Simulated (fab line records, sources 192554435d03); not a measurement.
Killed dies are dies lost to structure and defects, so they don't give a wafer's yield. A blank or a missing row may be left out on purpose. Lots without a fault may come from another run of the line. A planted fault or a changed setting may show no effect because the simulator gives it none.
fab line records | flow n5_finfet
record lots=5 wafers=15 last_day=18
route steps=1938 shown BEOL_M1@836 BEOL_M2@841
lots that met no fault: from a run of the same line without faults
start_h: hours from the record's first day to the start of the lot's first wafer shown | wait_h: hours since the lot's step before | " the same as in the row above | L1.1+2: a row that stands for several wafers | - no value, or no start given | * or withheld: withheld | < > ~ a bound
route shown NAME@n: a module of which the file shows steps, and the number in the route of the first | usual: mean/standard deviation of fault-free wafers | same: alike in all rows | chamber/n: place in a boat | sites: the reading at each site | _std_site: their standard deviation | _edge_site: outer sites' mean less inner sites' | radius_mm: how far each site lies from the wafer's centre | mask NAME#n: copy n | behind: the tool/chamber that last shaped the wafer | hold: why the lot was held/for how many hours/how that ended | device: the transistor (n, p or np) that didn't switch | end of line: the same wafers' tests at the end of the route | a step without rows: its recipe alone | killed: dies lost to structure and defects at the first sort, not the wafer's yield | map: a wafer's dies, x killed, . not, _ none there
set.NAME: the setting as run; set.NAME@STEP: as run at that earlier step | model.NAME: the simulator's own value behind a step, which no gauge read
lots at some steps of the route; a table a step, a row a wafer
services: from which hour (start_h, from the record's first day; less than 0 if before it) a tool's chamber was out of use, for how many hours, and why
## steps
# step N5_BEOL_M1_CO_CAP_55
# recipe material=Co target_thk_a=20 temp_c=200 precursor=CCTBA/H2 pressure_torr=30 time_s=102.1
# usual heater_power_w=223/17
# columns lot.wafer tool chamber start_h wait_h heater_power_w
L081.1 cvd_co-01 1 175.77 0.0 242
L081.2 " 2 " " 209
L081.4 " 2 " " 213
L082.1 cvd_co-02 0 191.15 0.0 230
L082.4 " 2 " " 190
L082.5 " 0 " " 230
L083.1 cvd_co-01 0 205.15 0.0 230
L083.2 " 2 " " 213
L083.6 " 2 " " 203
L085.1 cvd_co-01 1 217.12 0.0 241
L085.2 " 0 " " 230
L085.4 " 2 " " 207
L097.3 cvd_co-02 1 272.96 0.0 231
L097.5 " 2 " " 194
L097.6 " 0 " " 228
# step N5_BEOL_M1_PRE_CLEAN_56
# recipe gas=NH3 time_s=15 temp_c=withheld rf_power_w=300
# usual rf_fwd_power_W=294.8/2
# columns lot.wafer tool chamber start_h wait_h rf_fwd_power_W
L081.1 pecvd-04 2 175.86 0.1 293.0
L081.2 " 0 " " 294.3
L081.4 " 0 " " 295.5
L082.1 pecvd-03 0 191.24 0.1 296.4
L082.4 " 2 " " 293.9
L082.5 " 1 " " 297.2
L083.1 pecvd-03 0 205.24 0.1 296.3
L083.2 " 1 " " 295.9
L083.6 " 0 " " 297.2
L085.1 pecvd-02 2 217.21 0.1 294.1
L085.2 " 0 " " 296.5
L085.4 " 2 " " 292.7
L097.3 pecvd-04 2 273.06 0.1 292.9
L097.5 " 1 " " 297.7
L097.6 " 0 " " 295.6
# step N5_BEOL_M1_DEP_57
# recipe material=SiCN target_thk_a=80 temp_c=withheld precursor=3MS/NH3 pressure_torr=3 rf_w=202 time_s=14
# usual rf_fwd_power_W=199.4/1.2 showerhead_plenum_p_Torr=3.666/0.011 showerhead_vpp_V=855/23 throttle_valve_pct=8.9/0.65
# columns lot.wafer tool chamber start_h wait_h rf_fwd_power_W showerhead_plenum_p_Torr showerhead_vpp_V throttle_valve_pct
L081.1 pecvd-04 2 175.88 0.0 198.4 3.682 868 9.4
L081.2 " 0 " " 200.1 3.668 852 9.0
L081.4 " 0 " " 198.9 3.658 857 8.9
L082.1 pecvd-03 0 191.26 0.0 199.5 3.681 834 10.0
L082.4 " 2 " " 197.5 3.653 859 8.1
L082.5 " 1 " " 199.7 3.655 868 8.7
L083.1 pecvd-03 0 205.27 0.0 201.2 3.673 809 10.1
L083.2 " 1 " " 200.3 3.662 845 8.5
L083.6 " 0 " " 201.2 3.672 839 10.1
L085.1 pecvd-02 2 217.24 0.0 197.8 3.647 839 8.5
L085.2 " 0 " " 199.9 3.670 905 8.5
L085.4 " 2 " " 199.1 3.639 840 8.5
L097.3 pecvd-04 2 273.09 0.0 198.4 3.682 868 8.7
L097.5 " 1 " " 201.0 3.679 865 9.1
L097.6 " 0 " " 199.1 3.662 852 9.0
# step N5_BEOL_M1_RS_MEAS_58
# recipe thk_meas_gauge=four-point-probe reads=Co_of_BEOL_M1_CO_CAP_55+Cu_of_BEOL_M1_ECD_50+Co_of_BEOL_M1_CVD_47+TaN_of_BEOL_M1_ALD_84
# usual M1_RS=0.66/0.034
# columns lot.wafer tool chamber start_h wait_h M1_RS[ohm/sq]
L081.1 film_metro-01 - 175.95 0.0 0.69
L081.2 " - " " 0.69
L081.4 " - " " 0.60
L082.1 film_metro-01 - 191.33 0.0 0.68
L082.4 " - " " 0.65
L082.5 " - " " 0.63
L083.1 film_metro-01 - 205.33 0.0 0.63
L083.2 " - " " 0.69
L083.6 " - " " 0.62
L085.1 film_metro-02 - 217.30 0.0 0.70
L085.2 " - " " 0.71
L085.4 " - " " 0.62
L097.3 film_metro-01 - 273.16 0.1 0.69
L097.5 " - " " 0.65
L097.6 " - " " 0.64
# step N5_BEOL_M1_INSPECT_59
# recipe inspect_instrument=darkfield mode=post_dep
# usual raw_defect_count=76/25
# columns lot.wafer tool chamber start_h wait_h raw_defect_count
L081.1 defect_inspect-02 - 175.98 0.0 65
L081.2 " - " " 67
L081.4 " - " " 88
L082.1 defect_inspect-01 - 191.36 0.0 92
L082.4 " - " " 101
L082.5 " - " " 64
L083.1 defect_inspect-02 - 205.36 0.0 60
L083.2 " - " " 32
L083.6 " - " " 95
L085.1 defect_inspect-01 - 217.33 0.0 73
L085.2 " - " " 92
L085.4 " - " " 49
L097.3 defect_inspect-02 - 273.18 0.0 107
L097.5 " - " " 79
L097.6 " - " " 77
# step N5_BEOL_M2_ILD_DEP_00
# recipe material=SiOC target_thk_a=790 temp_c=350 precursor=DEMS/O2 pressure_torr=5 rf_w=500 time_s=15.3
# usual heater_power_w=487/60 rf_fwd_power_W=493.1/2.8 showerhead_plenum_p_Torr=5.687/0.013 showerhead_vpp_V=1342/38 throttle_valve_pct=11.8/0.81
# columns lot.wafer tool chamber start_h wait_h heater_power_w rf_fwd_power_W showerhead_plenum_p_Torr showerhead_vpp_V throttle_valve_pct
L081.1 pecvd-03 2 176.01 0.0 498 490.8 5.700 1377 10.5
L081.2 " 0 " " 450 495.7 5.699 1307 13.4
L081.4 " 0 " " 453 495.9 5.713 1317 13.4
L082.1 pecvd-02 2 191.39 0.0 428 487.3 5.675 1306 10.9
L082.4 " 1 " " 539 492.0 5.688 1291 11.9
L082.5 " 0 " " 556 494.4 5.697 1418 11.4
L083.1 pecvd-02 0 205.40 0.0 543 494.6 5.708 1425 11.3
L083.2 " 1 " " 576 489.1 5.691 1306 11.6
L083.6 " 0 " " 535 494.7 5.693 1419 11.3
L085.1 pecvd-03 1 217.37 0.0 590 491.2 5.692 1364 11.4
L085.2 " 0 " " 403 494.0 5.694 1292 13.5
L085.4 " 2 " " 466 491.6 5.689 1363 10.6
L097.3 pecvd-02 2 273.22 0.0 432 490.2 5.669 1302 11.4
L097.5 " 1 " " 523 490.4 5.681 1302 12.0
L097.6 " 0 " " 553 495.3 5.709 1442 11.3
# step N5_BEOL_M2_THK_MEAS_01
# recipe reads=SiOC_of_BEOL_M2_ILD_DEP_00
# usual M2_ILD_THK=79.0/1.1
# columns lot.wafer tool chamber start_h wait_h M2_ILD_THK[nm]
L081.1 film_metro-01 - 176.08 0.0 78.2
L081.2 " - " " 76.8
L081.4 " - " " 79.5
L082.1 film_metro-01 - 191.46 0.0 79.1
L082.4 " - " " 81.2
L082.5 " - " " 80.5
L083.1 film_metro-02 - 205.46 0.0 79.2
L083.2 " - " " 79.1
L083.6 " - " " 81.0
L085.1 film_metro-01 - 217.43 0.0 78.0
L085.2 " - " " 78.2
L085.4 " - " " 80.6
L097.3 film_metro-02 - 273.29 0.1 77.9
L097.5 " - " " 79.6
L097.6 " - " " 79.7
# step N5_BEOL_M2_PECVD_72
# recipe material=SiO2 target_thk_a=160 temp_c=400 precursor=TEOS/O2 pressure_torr=5.5 rf_w=450 teos_flow_sccm=53.8 gas=O2 flow_sccm=3000 time_s=18
# usual heater_power_w=712/79 rf_fwd_power_W=443.6/2.2 showerhead_plenum_p_Torr=8.74/0.046 showerhead_vpp_V=1273/42 throttle_valve_pct=21.9/1.3
# columns lot.wafer tool chamber start_h wait_h heater_power_w rf_fwd_power_W showerhead_plenum_p_Torr showerhead_vpp_V throttle_valve_pct
L081.1 pecvd-01 2 176.12 0.0 672 443.6 8.68 1271 20.9
L081.2 " 0 " " 584 445.4 8.79 1264 23.8
L081.4 " 2 " " 682 443.4 8.67 1279 20.8
L082.1 pecvd-01 1 191.50 0.0 570 444.8 8.72 1248 22.7
L082.4 " 1 " " 576 444.1 8.70 1254 22.8
L082.5 " 0 " " 629 448.2 8.76 1262 23.9
L083.1 pecvd-01 0 205.50 0.0 669 446.4 8.78 1276 23.9
L083.2 " 1 " " 662 443.1 8.72 1241 22.3
L083.6 " 1 " " 664 443.4 8.72 1246 22.4
L085.1 pecvd-01 1 217.47 0.0 658 445.7 8.71 1259 22.8
L085.2 " 0 " " 706 446.7 8.76 1253 24.1
L085.4 " 2 " " 750 441.0 8.69 1284 21.1
L097.3 pecvd-03 2 273.34 0.1 747 440.6 8.80 1307 19.9
L097.5 " 1 " " 756 445.4 8.79 1286 21.4
L097.6 " 2 " " 719 443.0 8.78 1282 20.2
# step N5_BEOL_M2_HM_DEP_02
# recipe material=TiN target_thk_a=200 temp_c=25 chamber_pressure_pa=0.49996
# usual throttle_valve_pct=30.1/1.1
# columns lot.wafer tool chamber start_h wait_h throttle_valve_pct
L081.1 pvd_sputter-02 - 177.08 0.9 31.8
L081.2 " - " " 30.4
L081.4 " - " " 29.7
L082.1 pvd_sputter-03 - 192.20 0.7 29.2
L082.4 " - " " 30.8
L082.5 " - " " 28.9
L083.1 pvd_sputter-03 - 208.18 2.7 28.9
L083.2 " - " " 29.0
L083.6 " - " " 30.6
L085.1 pvd_sputter-02 - 217.88 0.4 31.5
L085.2 " - " " 31.3
L085.4 " - " " 29.8
L097.3 pvd_sputter-01 - 274.24 0.9 30.2
L097.5 " - " " 30.1
L097.6 " - " " 31.0
# step N5_BEOL_M2_COAT_61
# recipe resist=SOC temp_c=250 time_s=60 spin_rpm=1500 resist_thk_nm=60
# usual dispense_pressure_kPa=46/4.5
# columns lot.wafer tool chamber start_h wait_h dispense_pressure_kPa
L081.1 litho_track-02 0 177.21 0.1 52
L081.2 " 0 " " 52
L081.4 " 0 " " 52
L082.1 litho_track-04 0 192.33 0.1 43
L082.4 " 0 " " 43
L082.5 " 0 " " 43
L083.1 litho_track-04 0 208.32 0.1 43
L083.2 " 0 " " 43
L083.6 " 0 " " 43
L085.1 litho_track-03 0 218.00 0.1 42
L085.2 " 0 " " 42
L085.4 " 0 " " 42
L097.3 litho_track-04 0 274.37 0.1 43
L097.5 " 0 " " 43
L097.6 " 0 " " 43
# step N5_BEOL_M2_COAT_62
# recipe resist=SiARC temp_c=220 time_s=60 spin_rpm=1500 resist_thk_nm=12
# usual dispense_pressure_kPa=46/4.5
# columns lot.wafer tool chamber start_h wait_h dispense_pressure_kPa
L081.1 litho_track-02 0 - - 52
L081.2 " 0 " " 52
L081.4 " 0 " " 52
L082.1 litho_track-04 0 - - 43
L082.4 " 0 " " 43
L082.5 " 0 " " 43
L083.1 litho_track-04 0 - - 43
L083.2 " 0 " " 43
L083.6 " 0 " " 43
L085.1 litho_track-03 0 - - 42
L085.2 " 0 " " 42
L085.4 " 0 " " 42
L097.3 litho_track-04 0 - - 43
L097.5 " 0 " " 43
L097.6 " 0 " " 43
# step N5_BEOL_M2_COAT_73
# recipe resist=underlayer temp_c=205 time_s=60 spin_rpm=1500 resist_thk_nm=5
# usual dispense_pressure_kPa=46/4.5
# columns lot.wafer tool chamber start_h wait_h dispense_pressure_kPa
L081.1 litho_track-02 0 - - 52
L081.2 " 0 " " 52
L081.4 " 0 " " 52
L082.1 litho_track-04 0 - - 43
L082.4 " 0 " " 43
L082.5 " 0 " " 43
L083.1 litho_track-04 0 - - 43
L083.2 " 0 " " 43
L083.6 " 0 " " 43
L085.1 litho_track-03 0 - - 42
L085.2 " 0 " " 42
L085.4 " 0 " " 42
L097.3 litho_track-04 0 - - 43
L097.5 " 0 " " 43
L097.6 " 0 " " 43
# step N5_BEOL_M2_COAT_05
# recipe resist=CAR-EUV spin_rpm=1500 resist_thk_nm=30
# usual dispense_pressure_kPa=46/4.5
# columns lot.wafer tool chamber start_h wait_h dispense_pressure_kPa
L081.1 litho_track-02 0 - - 52
L081.2 " 0 " " 52
L081.4 " 0 " " 52
L082.1 litho_track-04 0 - - 43
L082.4 " 0 " " 43
L082.5 " 0 " " 43
L083.1 litho_track-04 0 - - 43
L083.2 " 0 " " 43
L083.6 " 0 " " 43
L085.1 litho_track-03 0 - - 42
L085.2 " 0 " " 42
L085.4 " 0 " " 42
L097.3 litho_track-04 0 - - 43
L097.5 " 0 " " 43
L097.6 " 0 " " 43
# step N5_BEOL_M2_EBR_07
# recipe solvent=PGMEA ebr_width_mm=1.5
# columns lot.wafer tool chamber start_h wait_h
L081.1+2+4 litho_track-02 0 - -
L082.1+4+5 litho_track-04 0 - -
L083.1+2+6 litho_track-04 0 - -
L085.1+2+4 litho_track-03 0 - -
L097.3+5+6 litho_track-04 0 - -
# step N5_BEOL_M2_SOFTBAKE_06
# recipe temp_c=110 time_s=60 resist=CAR-EUV
# columns lot.wafer tool chamber start_h wait_h
L081.1+2+4 litho_track-02 0 - -
L082.1+4+5 litho_track-04 0 - -
L083.1+2+6 litho_track-04 0 - -
L085.1+2+4 litho_track-03 0 - -
L097.3+5+6 litho_track-04 0 - -
# step N5_BEOL_M2_EXPOSE_08
# recipe mask_id=M2 na=0.33 source_shape=dipole sigma_inner=0.369 sigma_outer=0.767 polarization=unpolarized dose_mj=41.25
# usual reticle_temp_C=23.02/0.13 stage_msd_nm=0.884/0.02
# same dipole_opening_deg=79.7 sigma_outer=0.767
# columns lot.wafer tool chamber start_h wait_h mask reticle_temp_C stage_msd_nm
L081.1 euv_scanner-01 0 177.35 - M2#0 23.07 0.908
L081.2 " 0 " " M2#0 23.05 0.907
L081.4 " 0 " " M2#0 23.05 0.910
L082.1 euv_scanner-01 0 192.47 - M2#0 23.04 0.906
L082.4 " 0 " " M2#0 23.01 0.905
L082.5 " 0 " " M2#0 23.02 0.906
L083.1 euv_scanner-01 0 208.46 - M2#0 23.24 0.902
L083.2 " 0 " " M2#0 23.16 0.903
L083.6 " 0 " " M2#0 22.95 0.904
L085.1 euv_scanner-02 0 218.14 - M2#0 23.00 0.861
L085.2 " 0 " " M2#0 22.92 0.864
L085.4 " 0 " " M2#0 22.87 0.860
L097.3 euv_scanner-02 0 274.65 - M2#0 23.14 0.850
L097.5 " 0 " " M2#0 23.13 0.847
L097.6 " 0 " " M2#0 23.13 0.849
# step N5_BEOL_M2_PEB_09
# recipe peb_temp_c=100 peb_time_s=60 resist=CAR-EUV
# same peb_time_s=60
# columns lot.wafer tool chamber start_h wait_h
L081.1+2+4 litho_track-04 0 177.42 0.1
L082.1+4+5 litho_track-03 0 192.53 0.1
L083.1+2+6 litho_track-03 0 208.52 0.1
L085.1+2+4 litho_track-03 0 218.20 0.1
L097.3+5+6 litho_track-03 0 274.70 0.0
# step N5_BEOL_M2_DEVELOP_10
# recipe develop_time_s=30 developer=TMAH resist=CAR-EUV rinse_liquid=surfactant_rinse dry=air_spin dev_temp_c=23
# columns lot.wafer tool chamber start_h wait_h
L081.1+2+4 litho_track-04 0 - -
L082.1+4+5 litho_track-03 0 - -
L083.1+2+6 litho_track-03 0 - -
L085.1+2+4 litho_track-03 0 - -
L097.3+5+6 litho_track-03 0 - -
# step N5_BEOL_M2_CD_MEAS_11
# recipe target_cd_nm=16.79 landing_energy_ev=500 detector=se_inlens polarity=opening
# usual cd_nm=16.73/0.26
# columns lot.wafer tool chamber start_h wait_h cd_nm
L081.1 cd_sem-02 0 177.48 - 15.91
L081.2 " 0 " " 16.90
L081.4 " 0 " " 16.89
L082.1 cd_sem-02 0 192.60 - 16.39
L082.4 " 0 " " 16.81
L082.5 " 0 " " 16.69
L083.1 cd_sem-01 0 208.59 - 16.89
L083.2 " 0 " " 16.75
L083.6 " 0 " " 16.73
L085.1 cd_sem-02 0 218.27 - 17.14
L085.2 " 0 " " 16.79
L085.4 " 0 " " 16.50
L097.3 cd_sem-02 0 274.77 - 16.88
L097.5 " 0 " " 16.50
L097.6 " 0 " " 16.76
# step N5_BEOL_M2_OVL_MEAS_12
# recipe points_per_wafer=522
# usual M2_OVL=-0.2/0.75
# columns lot.wafer tool chamber start_h wait_h M2_OVL[nm]
L081.1 overlay-01 0 177.55 0.1 -0.9
L081.2 " 0 " " -1.9
L081.4 " 0 " " -1.0
L082.1 overlay-02 0 192.63 0.0 -1.8
L082.4 " 0 " " -0.1
L082.5 " 0 " " -1.0
L083.1 overlay-01 0 208.62 0.0 0.4
L083.2 " 0 " " 0.0
L083.6 " 0 " " 0.5
L085.1 overlay-02 0 218.30 0.0 -1.1
L085.2 " 0 " " -1.1
L085.4 " 0 " " -0.7
L097.3 overlay-01 0 274.81 0.0 -0.5
L097.5 " 0 " " -0.5
L097.6 " 0 " " -0.4
# step N5_BEOL_M2_INSPECT_13
# recipe mode=adi inspect_instrument=brightfield
# usual raw_defect_count=381/100
# columns lot.wafer tool chamber start_h wait_h raw_defect_count
L081.1 defect_inspect-02 - 177.61 0.1 447
L081.2 " - " " 306
L081.4 " - " " 435
L082.1 defect_inspect-01 - 192.69 0.1 707
L082.4 " - " " 684
L082.5 " - " " 497
L083.1 defect_inspect-02 - 208.68 0.1 288
L083.2 " - " " 312
L083.6 " - " " 393
L085.1 defect_inspect-01 - 218.36 0.1 354
L085.2 " - " " 313
L085.4 " - " " 347
L097.3 defect_inspect-02 - 274.85 0.0 362
L097.5 " - " " 363
L097.6 " - " " 325
# step N5_BEOL_M2_DESCUM_16
# recipe chemistry=O2 time_s=7 source_power_w=50 bias_power_w=20 pressure_mtorr=20 rf_frequency_hz=2.712e+07 temp_c=40 resist=CAR-EUV o2_flow_sccm=225
# usual drypump_motor_current_A=5.8/0.46 oes_product_au=0.77/0.077 rf_fwd_power_W=49.38/0.22 rf_vpp_V=243.8/1 showerhead_plenum_p_Torr=2.15/0.052 throttle_valve_pct=20.38/0.18
# columns lot.wafer tool chamber start_h wait_h drypump_motor_current_A oes_product_au rf_fwd_power_W rf_hours_counter_h rf_vpp_V showerhead_plenum_p_Torr throttle_valve_pct
L081.1 rie_diel-01 0 177.69 0.1 5.5 0.67 49.45 242 244.7 2.13 20.37
L081.2 " 3 " " 5.7 0.87 48.87 38 244.9 2.12 20.59
L081.4 " 2 " " 5.8 0.69 49.14 - 244.4 2.13 20.14
L082.1 rie_diel-01 1 193.44 0.8 6.1 0.77 49.41 138 245.5 2.19 20.34
L082.4 " 0 " " 5.5 0.67 49.44 246 244.0 2.13 20.38
L082.5 " 1 " " 6.1 0.77 49.33 - 244.4 2.19 20.35
L083.1 rie_diel-05 3 208.89 0.2 6.1 0.70 49.47 209 244.7 2.18 20.58
L083.2 " 2 " " 5.9 0.72 49.06 221 243.4 2.18 20.32
L083.6 " 3 " " 6.1 0.70 49.52 - 243.2 2.18 20.60
L085.1 rie_diel-05 0 218.39 0.0 5.6 0.75 49.71 178 243.1 2.18 20.49
L085.2 " 2 " " 5.9 0.72 49.14 225 243.2 2.17 20.33
L085.4 " 3 " " 6.1 0.70 49.63 212 245.3 2.18 20.60
L097.3 rie_diel-04 3 274.96 0.1 4.9 0.80 49.54 125 242.2 2.00 20.44
L097.5 " 0 " " 6.7 0.82 49.46 - 245.2 2.20 20.19
L097.6 " 1 " " 5.6 0.75 49.29 - 242.4 2.09 20.25
# step N5_BEOL_M2_ETCH_74
# recipe chemistry=N2/H2 target=underlayer target_depth_a=65 mask_material=CAR-EUV time_s=5.2 ion_energy_ev=200 pressure_mtorr=30 source_w=840 bias_w=150 n2_flow_sccm=200 h2_flow_sccm=200 ends=cleared
# usual drypump_motor_current_A=5.8/0.46 etch_rf_on_time_s=5.25/0.12 oes_product_au=0.65/0.067 rf_fwd_power_W=819.7/2.3 rf_vpp_V=525.7/2.1 showerhead_plenum_p_Torr=2.60/0.057 throttle_valve_pct=17.77/0.22
# columns lot.wafer tool chamber start_h wait_h drypump_motor_current_A etch_rf_on_time_s oes_product_au rf_fwd_power_W rf_hours_counter_h rf_vpp_V showerhead_plenum_p_Torr throttle_valve_pct
L081.1 rie_diel-01 0 177.72 0.0 5.5 5.32 0.58 821.0 242 526.8 2.59 17.77
L081.2 " 3 " " 5.8 5.05 0.76 818.8 38 525.2 2.58 18.04
L081.4 " 2 " " 5.9 5.26 0.57 815.1 - 527.1 2.61 17.75
L082.1 rie_diel-01 1 193.48 0.0 6.0 5.31 0.64 819.2 138 525.6 2.67 17.77
L082.4 " 0 " " 5.5 5.31 0.57 818.0 246 524.8 2.59 17.77
L082.5 " 1 " " 6.1 5.37 0.64 820.4 - 525.6 2.67 17.78
L083.1 rie_diel-05 3 208.92 0.0 6.1 5.31 0.60 820.7 209 527.6 2.64 18.00
L083.2 " 2 " " 5.9 5.32 0.61 821.9 221 525.7 2.61 17.53
L083.6 " 3 " " 6.1 5.31 0.59 819.4 - 526.2 2.64 18.03
L085.1 rie_diel-05 0 218.43 0.0 5.5 5.22 0.65 821.6 178 529.7 2.65 17.87
L085.2 " 2 " " 5.9 5.30 0.62 818.8 225 526.0 2.61 17.53
L085.4 " 3 " " 6.1 5.20 0.60 816.5 212 526.1 2.63 18.02
L097.3 rie_diel-04 3 274.99 0.0 4.9 5.15 0.68 821.9 125 522.4 2.44 18.02
L097.5 " 0 " " 6.7 5.14 0.70 814.2 - 529.8 2.66 17.43
L097.6 " 1 " " 5.7 5.25 0.63 820.8 - 523.9 2.53 17.63
# step N5_BEOL_M2_ETCH_63
# recipe chemistry=CF4 target=SiARC target_depth_a=156 mask_material=CAR-EUV time_s=26 ion_energy_ev=80 pressure_mtorr=40 source_w=545 bias_w=36 Ar_flow_sccm=100 cf4_flow_sccm=100 ends=cleared
# usual drypump_motor_current_A=5.8/0.46 etch_rf_on_time_s=26.3/0.56 oes_product_au=0.65/0.067 rf_fwd_power_W=532.1/2.7 rf_vpp_V=184.7/0.86 showerhead_plenum_p_Torr=2.19/0.042 throttle_valve_pct=15.56/0.17
# columns lot.wafer tool chamber start_h wait_h drypump_motor_current_A etch_rf_on_time_s oes_product_au rf_fwd_power_W rf_hours_counter_h rf_vpp_V showerhead_plenum_p_Torr throttle_valve_pct
L081.1 rie_diel-01 0 177.74 0.0 5.5 26.0 0.58 532.8 242 183.7 2.19 15.74
L081.2 " 3 " " 5.7 25.4 0.76 535.7 38 184.6 2.17 15.69
L081.4 " 2 " " 5.8 26.6 0.57 534.4 - 185.6 2.18 15.48
L082.1 rie_diel-01 1 193.50 0.0 6.1 26.2 0.65 532.8 138 184.9 2.22 15.43
L082.4 " 0 " " 5.5 26.3 0.58 527.1 246 183.4 2.19 15.75
L082.5 " 1 " " 6.1 26.5 0.64 532.3 - 184.9 2.22 15.44
L083.1 rie_diel-05 3 208.94 0.0 6.1 26.6 0.60 537.1 209 183.8 2.20 15.66
L083.2 " 2 " " 5.9 27.0 0.60 529.3 221 184.9 2.20 15.43
L083.6 " 3 " " 6.1 26.4 0.59 536.9 - 183.9 2.20 15.67
L085.1 rie_diel-05 0 218.45 0.0 5.6 26.1 0.64 540.6 178 184.2 2.21 15.64
L085.2 " 2 " " 5.9 26.5 0.60 531.4 225 184.2 2.20 15.44
L085.4 " 3 " " 6.1 26.3 0.59 538.0 212 185.9 2.20 15.69
L097.3 rie_diel-04 3 275.01 0.0 4.9 25.9 0.68 531.2 125 182.0 2.07 15.74
L097.5 " 0 " " 6.7 25.3 0.70 532.9 - 184.4 2.24 15.35
L097.6 " 1 " " 5.6 26.0 0.65 529.3 - 183.9 2.14 15.49
# step N5_BEOL_M2_ETCH_64
# recipe chemistry=N2/H2 target=SOC target_depth_a=750 overetch_a=225 mask_material=SiARC temp_c=40 time_s=121.9 ion_energy_ev=200 pressure_mtorr=30 source_w=840 bias_w=150 n2_flow_sccm=200 h2_flow_sccm=200
# usual drypump_motor_current_A=5.8/0.46 oes_product_au=0.58/0.056 rf_fwd_power_W=836.9/2.8 rf_vpp_V=525.7/1.7 showerhead_plenum_p_Torr=2.60/0.057 throttle_valve_pct=17.74/0.22
# columns lot.wafer tool chamber start_h wait_h drypump_motor_current_A oes_product_au rf_fwd_power_W rf_hours_counter_h rf_vpp_V showerhead_plenum_p_Torr throttle_valve_pct
L081.1 rie_diel-01 0 177.77 0.0 5.5 0.53 834.1 242 525.8 2.59 17.73
L081.2 " 3 " " 5.8 0.66 835.0 38 525.6 2.58 18.00
L081.4 " 2 " " 5.8 0.52 837.7 - 525.8 2.61 17.71
L082.1 rie_diel-01 1 193.52 0.0 6.1 0.57 832.7 139 528.3 2.67 17.73
L082.4 " 0 " " 5.5 0.52 838.7 246 526.4 2.59 17.74
L082.5 " 1 " " 6.1 0.59 836.2 - 526.8 2.67 17.73
L083.1 rie_diel-05 3 208.97 0.0 6.1 0.53 840.7 209 527.6 2.64 17.97
L083.2 " 2 " " 5.9 0.54 828.9 221 524.8 2.61 17.48
L083.6 " 3 " " 6.1 0.54 841.3 - 524.6 2.64 17.96
L085.1 rie_diel-05 0 218.47 0.0 5.6 0.57 835.0 178 526.4 2.65 17.86
L085.2 " 2 " " 5.9 0.54 834.8 225 526.6 2.61 17.48
L085.4 " 3 " " 6.1 0.53 838.6 212 526.1 2.63 17.98
L097.3 rie_diel-04 3 275.04 0.0 4.9 0.60 837.1 125 520.0 2.44 17.97
L097.5 " 0 " " 6.7 0.61 841.0 - 526.8 2.66 17.38
L097.6 " 1 " " 5.7 0.56 840.5 - 524.4 2.53 17.59
# step N5_BEOL_M2_STRIP_65
# recipe chemistry=N2/H2 temp_c=40 n2_flow_sccm=200 h2_flow_sccm=200 rf_frequency_hz=6e+07
# columns lot.wafer tool chamber start_h wait_h
L081.1+2+4 rie_diel-01 0,3,2 177.88 0.1
L082.1+4+5 rie_diel-01 1,0,1 193.64 0.1
L083.1+2+6 rie_diel-05 3,2,3 209.08 0.1
L085.1+2+4 rie_diel-05 0,2,3 218.59 0.1
L097.3+5+6 rie_diel-04 3,0,1 275.15 0.1
# step N5_BEOL_M2_STRIP_75
# recipe chemistry=N2/H2 temp_c=40 n2_flow_sccm=200 h2_flow_sccm=200 rf_frequency_hz=6e+07
# columns lot.wafer tool chamber start_h wait_h
L081.1+2+4 rie_diel-01 0,3,2 177.89 0.0
L082.1+4+5 rie_diel-01 1,0,1 193.65 0.0
L083.1+2+6 rie_diel-05 3,2,3 209.09 0.0
L085.1+2+4 rie_diel-05 0,2,3 218.60 0.0
L097.3+5+6 rie_diel-04 3,0,1 275.16 0.0
# step N5_BEOL_M2_STRIP_66
# recipe chemistry=CF4 resist=SiARC power_w=300 bias_power_w=75 pressure_mtorr=50 cf4_flow_sccm=150 rf_frequency_hz=6e+07
# usual drypump_motor_current_A=5.8/0.46 oes_product_au=0.76/0.073 rf_fwd_power_W=292.6/0.84 rf_vpp_V=272.0/1.2 showerhead_plenum_p_Torr=1.83/0.037 throttle_valve_pct=13.54/0.18
# columns lot.wafer tool chamber start_h wait_h drypump_motor_current_A oes_product_au rf_fwd_power_W rf_hours_counter_h rf_vpp_V showerhead_plenum_p_Torr throttle_valve_pct
L081.1 rie_diel-01 0 177.90 0.0 5.5 0.68 292.3 242 271.6 1.84 13.80
L081.2 " 3 " " 5.7 0.86 292.9 38 271.5 1.81 13.57
L081.4 " 2 " " 5.8 0.67 292.3 - 272.0 1.82 13.51
L082.1 rie_diel-01 1 193.66 0.0 6.0 0.75 292.6 139 272.3 1.87 13.45
L082.4 " 0 " " 5.5 0.68 293.0 246 271.5 1.84 13.78
L082.5 " 1 " " 6.0 0.75 292.5 - 274.6 1.87 13.46
L083.1 rie_diel-05 3 209.10 0.0 6.1 0.69 293.8 209 272.8 1.85 13.68
L083.2 " 2 " " 5.9 0.71 293.3 221 273.5 1.83 13.39
L083.6 " 3 " " 6.1 0.69 293.3 - 270.6 1.85 13.68
L085.1 rie_diel-05 0 218.61 0.0 5.6 0.74 292.8 178 270.8 1.86 13.67
L085.2 " 2 " " 5.9 0.71 293.5 225 273.3 1.83 13.41
L085.4 " 3 " " 6.1 0.69 292.4 212 273.4 1.85 13.67
L097.3 rie_diel-04 3 275.17 0.0 4.9 0.78 292.3 126 270.3 1.74 13.69
L097.5 " 0 " " 6.7 0.80 292.5 - 274.0 1.89 13.35
L097.6 " 1 " " 5.6 0.74 294.2 - 270.9 1.79 13.48
## services
# columns tool chamber start_h hours kind
cvd_co-02 - 154.28 1.4 repair
cvd_co-02 - 155.69 6.9 pm
rie_diel-05 - 156.81 0.4 repair
rie_diel-04 1 158.29 13.6 repair
pecvd-01 1 164.35 20.2 repair
rie_diel-01 1 172.75 9.3 repair
cvd_co-02 - 178.38 0.4 repair
euv_scanner-02 - 181.80 1.0 pm
pecvd-04 0 181.95 2.0 repair
euv_scanner-01 - 182.81 1.0 pm
pecvd-04 - 188.59 2.2 repair
rie_diel-05 2 195.63 4.7 repair
euv_scanner-02 - 201.39 4.6 pm
pecvd-04 - 205.00 0.8 repair
euv_scanner-01 - 208.75 4.6 pm
euv_scanner-02 - 237.95 1.0 pm
euv_scanner-01 - 238.96 1.0 pm
euv_scanner-01 - 241.74 0.7 repair
euv_scanner-02 - 248.46 0.7 repair
cvd_co-02 0 248.61 5.7 repair
cvd_co-01 - 250.17 1.0 repair
rie_diel-04 1 265.53 7.1 repair
pecvd-04 - 269.27 1.5 repair
cvd_co-02 - 269.89 2.8 pm
## key
fault none
